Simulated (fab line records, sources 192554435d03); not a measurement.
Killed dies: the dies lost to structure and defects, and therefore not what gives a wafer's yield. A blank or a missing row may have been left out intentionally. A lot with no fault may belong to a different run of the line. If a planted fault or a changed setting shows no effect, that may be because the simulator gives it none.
Which tool was responsible? || flow n5 finfet || 24 lots, 72 wafers sampled, at 4 steps of a route of 1938

## WHAT THE GAUGES SHOWED, per wafer
N5_BEOL_M3_CD_MEAS_11 targets a cd of 17.05 nm. Usual: cd nm at 17.12 nm, with a standard deviation of 0.24.
{"lot": "L075", "measured": "day 7 06:22", "on": "cd sem-03", "cd nm (nm)": "16.94 17.28 17.26", "flag": ""}
{"lot": "L074", "measured": "day 7 10:27", "on": "cd sem-03", "cd nm (nm)": "16.94 16.71 17.39", "flag": ""}
{"lot": "L076", "measured": "day 7 14:07", "on": "cd sem-01", "cd nm (nm)": "16.97 17.34 16.99", "flag": ""}
{"lot": "L077", "measured": "day 8 02:27", "on": "cd sem-01", "cd nm (nm)": "17.44 17.20 16.76", "flag": ""}
{"lot": "L078", "measured": "day 8 02:52", "on": "cd sem-01", "cd nm (nm)": "16.96 17.16 16.81", "flag": ""}
{"lot": "L079", "measured": "day 8 10:19", "on": "cd sem-03", "cd nm (nm)": "16.93 16.52 16.77", "flag": ""}
{"lot": "L080", "measured": "day 8 15:58", "on": "cd sem-01", "cd nm (nm)": "17.17 17.12 17.32", "flag": ""}
{"lot": "L081", "measured": "day 9 05:49", "on": "cd sem-02", "cd nm (nm)": "17.09 17.50 16.96", "flag": ""}
{"lot": "L082", "measured": "day 9 05:51", "on": "cd sem-03", "cd nm (nm)": "17.25 17.33 17.83", "flag": ""}
{"lot": "L083", "measured": "day 9 10:35", "on": "cd sem-03", "cd nm (nm)": "16.94 17.09 17.32", "flag": ""}
{"lot": "L084", "measured": "day 9 14:25", "on": "cd sem-03", "cd nm (nm)": "17.21 16.57 17.47", "flag": ""}
{"lot": "L085", "measured": "day 9 18:07", "on": "cd sem-01", "cd nm (nm)": "16.91 16.55 17.18", "flag": ""}
{"lot": "L086", "measured": "day 10 11:31", "on": "cd sem-01", "cd nm (nm)": "17.35 17.17 16.94", "flag": ""}
{"lot": "L088", "measured": "day 10 11:41", "on": "cd sem-01", "cd nm (nm)": "16.92 16.94 16.97", "flag": ""}
{"lot": "L087", "measured": "day 10 11:44", "on": "cd sem-03", "cd nm (nm)": "16.92 17.11 17.31", "flag": ""}
{"lot": "L091", "measured": "day 10 22:23", "on": "cd sem-02", "cd nm (nm)": "16.88 17.03 17.31", "flag": ""}
{"lot": "L089", "measured": "day 10 22:37", "on": "cd sem-02", "cd nm (nm)": "17.30 17.68 17.45", "flag": ""}
{"lot": "L090", "measured": "day 11 01:41", "on": "cd sem-03", "cd nm (nm)": "16.94 17.27 16.84", "flag": ""}
{"lot": "L092", "measured": "day 11 08:29", "on": "cd sem-03", "cd nm (nm)": "17.18 16.99 17.27", "flag": ""}
{"lot": "L093", "measured": "day 11 15:29", "on": "cd sem-01", "cd nm (nm)": "16.81 16.97 16.96", "flag": ""}
{"lot": "L094", "measured": "day 11 18:49", "on": "cd sem-01", "cd nm (nm)": "16.98 17.21 17.31", "flag": ""}
{"lot": "L095", "measured": "day 12 11:08", "on": "cd sem-02", "cd nm (nm)": "16.68 17.30 17.11", "flag": ""}
{"lot": "L097", "measured": "day 12 22:14", "on": "cd sem-02", "cd nm (nm)": "17.39 17.09 17.10", "flag": ""}
{"lot": "L096", "measured": "day 13 02:58", "on": "cd sem-02", "cd nm (nm)": "17.05 17.13 17.20", "flag": ""}

## TOOL THAT RAN EACH LOT (tool first, then ch and the chambers of the sampled wafers, then the start)
{"lot": "L075", "N5_BEOL_M2_ANNEAL_82": "pvd sputter-03, day 7 03:01", "N5_BEOL_M2_SPUTTER_88": "pvd sputter-03, day 7 03:22", "N5_BEOL_M2_ANNEAL_91": "pvd sputter-03, day 7 03:40"}
{"lot": "L074", "N5_BEOL_M2_ANNEAL_82": "pvd sputter-02, day 7 04:26", "N5_BEOL_M2_SPUTTER_88": "pvd sputter-02, day 7 04:48", "N5_BEOL_M2_ANNEAL_91": "pvd sputter-02, day 7 05:06"}
{"lot": "L076", "N5_BEOL_M2_ANNEAL_82": "pvd sputter-02, day 7 08:34", "N5_BEOL_M2_SPUTTER_88": "pvd sputter-02, day 7 08:55", "N5_BEOL_M2_ANNEAL_91": "pvd sputter-02, day 7 09:13"}
{"lot": "L077", "N5_BEOL_M2_ANNEAL_82": "pvd sputter-02, day 7 19:34", "N5_BEOL_M2_SPUTTER_88": "pvd sputter-02, day 7 19:55", "N5_BEOL_M2_ANNEAL_91": "pvd sputter-02, day 7 20:13"}
{"lot": "L078", "N5_BEOL_M2_ANNEAL_82": "pvd sputter-02, day 7 22:44", "N5_BEOL_M2_SPUTTER_88": "pvd sputter-02, day 7 23:06", "N5_BEOL_M2_ANNEAL_91": "pvd sputter-02, day 7 23:24"}
{"lot": "L079", "N5_BEOL_M2_ANNEAL_82": "pvd sputter-01, day 8 04:58", "N5_BEOL_M2_SPUTTER_88": "pvd sputter-01, day 8 05:20", "N5_BEOL_M2_ANNEAL_91": "pvd sputter-01, day 8 05:38"}
{"lot": "L080", "N5_BEOL_M2_ANNEAL_82": "pvd sputter-02, day 8 11:56", "N5_BEOL_M2_SPUTTER_88": "pvd sputter-02, day 8 12:18", "N5_BEOL_M2_ANNEAL_91": "pvd sputter-02, day 8 12:36"}
{"lot": "L081", "N5_BEOL_M2_ANNEAL_82": "pvd sputter-02, day 8 22:32", "N5_BEOL_M2_SPUTTER_88": "pvd sputter-02, day 8 22:53", "N5_BEOL_M2_ANNEAL_91": "pvd sputter-02, day 8 23:11"}
{"lot": "L082", "N5_BEOL_M2_ANNEAL_82": "pvd sputter-02, day 9 02:39", "N5_BEOL_M2_SPUTTER_88": "pvd sputter-02, day 9 03:01", "N5_BEOL_M2_ANNEAL_91": "pvd sputter-02, day 9 03:19"}
{"lot": "L083", "N5_BEOL_M2_ANNEAL_82": "pvd sputter-02, day 9 07:13", "N5_BEOL_M2_SPUTTER_88": "pvd sputter-02, day 9 07:34", "N5_BEOL_M2_ANNEAL_91": "pvd sputter-02, day 9 07:52"}
{"lot": "L084", "N5_BEOL_M2_ANNEAL_82": "pvd sputter-01, day 9 11:23", "N5_BEOL_M2_SPUTTER_88": "pvd sputter-01, day 9 11:44", "N5_BEOL_M2_ANNEAL_91": "pvd sputter-01, day 9 12:02"}
{"lot": "L085", "N5_BEOL_M2_ANNEAL_82": "pvd sputter-01, day 9 13:13", "N5_BEOL_M2_SPUTTER_88": "pvd sputter-01, day 9 13:35", "N5_BEOL_M2_ANNEAL_91": "pvd sputter-01, day 9 13:53"}
{"lot": "L086", "N5_BEOL_M2_ANNEAL_82": "pvd sputter-02, day 10 06:28", "N5_BEOL_M2_SPUTTER_88": "pvd sputter-02, day 10 06:49", "N5_BEOL_M2_ANNEAL_91": "pvd sputter-02, day 10 07:07"}
{"lot": "L088", "N5_BEOL_M2_ANNEAL_82": "pvd sputter-03, day 10 06:34", "N5_BEOL_M2_SPUTTER_88": "pvd sputter-03, day 10 06:55", "N5_BEOL_M2_ANNEAL_91": "pvd sputter-03, day 10 07:13"}
{"lot": "L087", "N5_BEOL_M2_ANNEAL_82": "pvd sputter-01, day 10 08:05", "N5_BEOL_M2_SPUTTER_88": "pvd sputter-01, day 10 08:26", "N5_BEOL_M2_ANNEAL_91": "pvd sputter-01, day 10 08:44"}
{"lot": "L091", "N5_BEOL_M2_ANNEAL_82": "pvd sputter-02, day 10 18:38", "N5_BEOL_M2_SPUTTER_88": "pvd sputter-02, day 10 19:00", "N5_BEOL_M2_ANNEAL_91": "pvd sputter-02, day 10 19:18"}
{"lot": "L089", "N5_BEOL_M2_ANNEAL_82": "pvd sputter-01, day 10 18:53", "N5_BEOL_M2_SPUTTER_88": "pvd sputter-01, day 10 19:14", "N5_BEOL_M2_ANNEAL_91": "pvd sputter-01, day 10 19:32"}
{"lot": "L090", "N5_BEOL_M2_ANNEAL_82": "pvd sputter-03, day 10 20:26", "N5_BEOL_M2_SPUTTER_88": "pvd sputter-03, day 10 20:47", "N5_BEOL_M2_ANNEAL_91": "pvd sputter-03, day 10 21:05"}
{"lot": "L092", "N5_BEOL_M2_ANNEAL_82": "pvd sputter-02, day 11 05:26", "N5_BEOL_M2_SPUTTER_88": "pvd sputter-02, day 11 05:47", "N5_BEOL_M2_ANNEAL_91": "pvd sputter-02, day 11 06:05"}
{"lot": "L093", "N5_BEOL_M2_ANNEAL_82": "pvd sputter-01, day 11 12:08", "N5_BEOL_M2_SPUTTER_88": "pvd sputter-01, day 11 12:29", "N5_BEOL_M2_ANNEAL_91": "pvd sputter-01, day 11 12:47"}
{"lot": "L094", "N5_BEOL_M2_ANNEAL_82": "pvd sputter-03, day 11 13:42", "N5_BEOL_M2_SPUTTER_88": "pvd sputter-03, day 11 14:04", "N5_BEOL_M2_ANNEAL_91": "pvd sputter-03, day 11 14:22"}
{"lot": "L095", "N5_BEOL_M2_ANNEAL_82": "pvd sputter-03, day 12 05:31", "N5_BEOL_M2_SPUTTER_88": "pvd sputter-03, day 12 05:53", "N5_BEOL_M2_ANNEAL_91": "pvd sputter-03, day 12 06:11"}
{"lot": "L097", "N5_BEOL_M2_ANNEAL_82": "pvd sputter-01, day 12 19:10", "N5_BEOL_M2_SPUTTER_88": "pvd sputter-01, day 12 19:32", "N5_BEOL_M2_ANNEAL_91": "pvd sputter-01, day 12 19:50"}
{"lot": "L096", "N5_BEOL_M2_ANNEAL_82": "pvd sputter-03, day 12 22:11", "N5_BEOL_M2_SPUTTER_88": "pvd sputter-03, day 12 22:33", "N5_BEOL_M2_ANNEAL_91": "pvd sputter-03, day 12 22:51"}
- N5_BEOL_M2_ANNEAL_82: time 240 s.
- N5_BEOL_M2_SPUTTER_88: material Cu, target thk 4.5 nm, time 8.29 s.
- N5_BEOL_M2_ANNEAL_91: time 240 s.

## WHAT THE TOOLS THEMSELVES READ (means of the sampled wafers that have a number; where no wafer has one, the mark that the record gives instead)
N5_BEOL_M2_ANNEAL_82. Usual: heater power w at 804 W, with a standard deviation of 97.
{"lot": "L075", "tool": "pvd sputter-03", "heater power w (W)": 831, "flag": ""}
{"lot": "L074", "tool": "pvd sputter-02", "heater power w (W)": 918, "flag": ""}
{"lot": "L076", "tool": "pvd sputter-02", "heater power w (W)": 798, "flag": ""}
{"lot": "L077", "tool": "pvd sputter-02", "heater power w (W)": 829, "flag": ""}
{"lot": "L078", "tool": "pvd sputter-02", "heater power w (W)": 848, "flag": ""}
{"lot": "L079", "tool": "pvd sputter-01", "heater power w (W)": 840, "flag": ""}
{"lot": "L080", "tool": "pvd sputter-02", "heater power w (W)": 706, "flag": ""}
{"lot": "L081", "tool": "pvd sputter-02", "heater power w (W)": 917, "flag": ""}
{"lot": "L082", "tool": "pvd sputter-02", "heater power w (W)": 826, "flag": ""}
{"lot": "L083", "tool": "pvd sputter-02", "heater power w (W)": 821, "flag": ""}
{"lot": "L084", "tool": "pvd sputter-01", "heater power w (W)": 800, "flag": ""}
{"lot": "L085", "tool": "pvd sputter-01", "heater power w (W)": 814, "flag": ""}
{"lot": "L086", "tool": "pvd sputter-02", "heater power w (W)": 846, "flag": ""}
{"lot": "L088", "tool": "pvd sputter-03", "heater power w (W)": 846, "flag": ""}
{"lot": "L087", "tool": "pvd sputter-01", "heater power w (W)": 807, "flag": ""}
{"lot": "L091", "tool": "pvd sputter-02", "heater power w (W)": 911, "flag": ""}
{"lot": "L089", "tool": "pvd sputter-01", "heater power w (W)": 825, "flag": ""}
{"lot": "L090", "tool": "pvd sputter-03", "heater power w (W)": 830, "flag": ""}
{"lot": "L092", "tool": "pvd sputter-02", "heater power w (W)": 928, "flag": ""}
{"lot": "L093", "tool": "pvd sputter-01", "heater power w (W)": 818, "flag": ""}
{"lot": "L094", "tool": "pvd sputter-03", "heater power w (W)": 837, "flag": ""}
{"lot": "L095", "tool": "pvd sputter-03", "heater power w (W)": 867, "flag": ""}
{"lot": "L097", "tool": "pvd sputter-01", "heater power w (W)": 790, "flag": ""}
{"lot": "L096", "tool": "pvd sputter-03", "heater power w (W)": 840, "flag": ""}

N5_BEOL_M2_SPUTTER_88. Usual: throttle valve pct at 30.1 %, with a standard deviation of 0.63.
{"lot": "L075", "tool": "pvd sputter-03", "throttle valve pct (%)": 29.8, "flag": ""}
{"lot": "L074", "tool": "pvd sputter-02", "throttle valve pct (%)": 29.4, "flag": ""}
{"lot": "L076", "tool": "pvd sputter-02", "throttle valve pct (%)": 30.2, "flag": ""}
{"lot": "L077", "tool": "pvd sputter-02", "throttle valve pct (%)": 29.7, "flag": ""}
{"lot": "L078", "tool": "pvd sputter-02", "throttle valve pct (%)": 30.1, "flag": ""}
{"lot": "L079", "tool": "pvd sputter-01", "throttle valve pct (%)": 30.1, "flag": ""}
{"lot": "L080", "tool": "pvd sputter-02", "throttle valve pct (%)": 30.7, "flag": ""}
{"lot": "L081", "tool": "pvd sputter-02", "throttle valve pct (%)": 29.4, "flag": ""}
{"lot": "L082", "tool": "pvd sputter-02", "throttle valve pct (%)": 29.8, "flag": ""}
{"lot": "L083", "tool": "pvd sputter-02", "throttle valve pct (%)": 30.3, "flag": ""}
{"lot": "L084", "tool": "pvd sputter-01", "throttle valve pct (%)": 30.3, "flag": ""}
{"lot": "L085", "tool": "pvd sputter-01", "throttle valve pct (%)": 30.5, "flag": ""}
{"lot": "L086", "tool": "pvd sputter-02", "throttle valve pct (%)": 30.2, "flag": ""}
{"lot": "L088", "tool": "pvd sputter-03", "throttle valve pct (%)": 29.9, "flag": ""}
{"lot": "L087", "tool": "pvd sputter-01", "throttle valve pct (%)": 29.9, "flag": ""}
{"lot": "L091", "tool": "pvd sputter-02", "throttle valve pct (%)": 29.7, "flag": ""}
{"lot": "L089", "tool": "pvd sputter-01", "throttle valve pct (%)": 30.0, "flag": ""}
{"lot": "L090", "tool": "pvd sputter-03", "throttle valve pct (%)": 29.8, "flag": ""}
{"lot": "L092", "tool": "pvd sputter-02", "throttle valve pct (%)": 29.6, "flag": ""}
{"lot": "L093", "tool": "pvd sputter-01", "throttle valve pct (%)": 29.9, "flag": ""}
{"lot": "L094", "tool": "pvd sputter-03", "throttle valve pct (%)": 30.1, "flag": ""}
{"lot": "L095", "tool": "pvd sputter-03", "throttle valve pct (%)": 30.7, "flag": ""}
{"lot": "L097", "tool": "pvd sputter-01", "throttle valve pct (%)": 29.9, "flag": ""}
{"lot": "L096", "tool": "pvd sputter-03", "throttle valve pct (%)": 29.9, "flag": ""}

N5_BEOL_M2_ANNEAL_91. Usual: heater power w at 804 W, with a standard deviation of 95.
{"lot": "L075", "tool": "pvd sputter-03", "heater power w (W)": 826, "flag": ""}
{"lot": "L074", "tool": "pvd sputter-02", "heater power w (W)": 923, "flag": ""}
{"lot": "L076", "tool": "pvd sputter-02", "heater power w (W)": 814, "flag": ""}
{"lot": "L077", "tool": "pvd sputter-02", "heater power w (W)": 826, "flag": ""}
{"lot": "L078", "tool": "pvd sputter-02", "heater power w (W)": 839, "flag": ""}
{"lot": "L079", "tool": "pvd sputter-01", "heater power w (W)": 834, "flag": ""}
{"lot": "L080", "tool": "pvd sputter-02", "heater power w (W)": 702, "flag": ""}
{"lot": "L081", "tool": "pvd sputter-02", "heater power w (W)": 916, "flag": ""}
{"lot": "L082", "tool": "pvd sputter-02", "heater power w (W)": 841, "flag": ""}
{"lot": "L083", "tool": "pvd sputter-02", "heater power w (W)": 817, "flag": ""}
{"lot": "L084", "tool": "pvd sputter-01", "heater power w (W)": 797, "flag": ""}
{"lot": "L085", "tool": "pvd sputter-01", "heater power w (W)": 819, "flag": ""}
{"lot": "L086", "tool": "pvd sputter-02", "heater power w (W)": 855, "flag": ""}
{"lot": "L088", "tool": "pvd sputter-03", "heater power w (W)": 829, "flag": ""}
{"lot": "L087", "tool": "pvd sputter-01", "heater power w (W)": 818, "flag": ""}
{"lot": "L091", "tool": "pvd sputter-02", "heater power w (W)": 924, "flag": ""}
{"lot": "L089", "tool": "pvd sputter-01", "heater power w (W)": 825, "flag": ""}
{"lot": "L090", "tool": "pvd sputter-03", "heater power w (W)": 819, "flag": ""}
{"lot": "L092", "tool": "pvd sputter-02", "heater power w (W)": 915, "flag": ""}
{"lot": "L093", "tool": "pvd sputter-01", "heater power w (W)": 810, "flag": ""}
{"lot": "L094", "tool": "pvd sputter-03", "heater power w (W)": 844, "flag": ""}
{"lot": "L095", "tool": "pvd sputter-03", "heater power w (W)": 867, "flag": ""}
{"lot": "L097", "tool": "pvd sputter-01", "heater power w (W)": 785, "flag": ""}
{"lot": "L096", "tool": "pvd sputter-03", "heater power w (W)": 841, "flag": ""}

## THE ANSWER, worked out from the rows above alone
Rule: lot off if the mean of its wafers having a number is beyond 3 standard deviations from the usual mean. A lot without any number at a reading at which 4 lots or more have one is off too. Any other lot the step has rows for is counted as sound. First the gauges in route order, then the tools' own readings, where a lot's mean is used as printed above. At the first step where some lot is off, the reading lying furthest off is the one used; lots without a number count as furthest.
No lot is off at any reading shown: from this, nothing can be told.

## WHAT HAD BEEN PUT IN BY THE SIMULATOR
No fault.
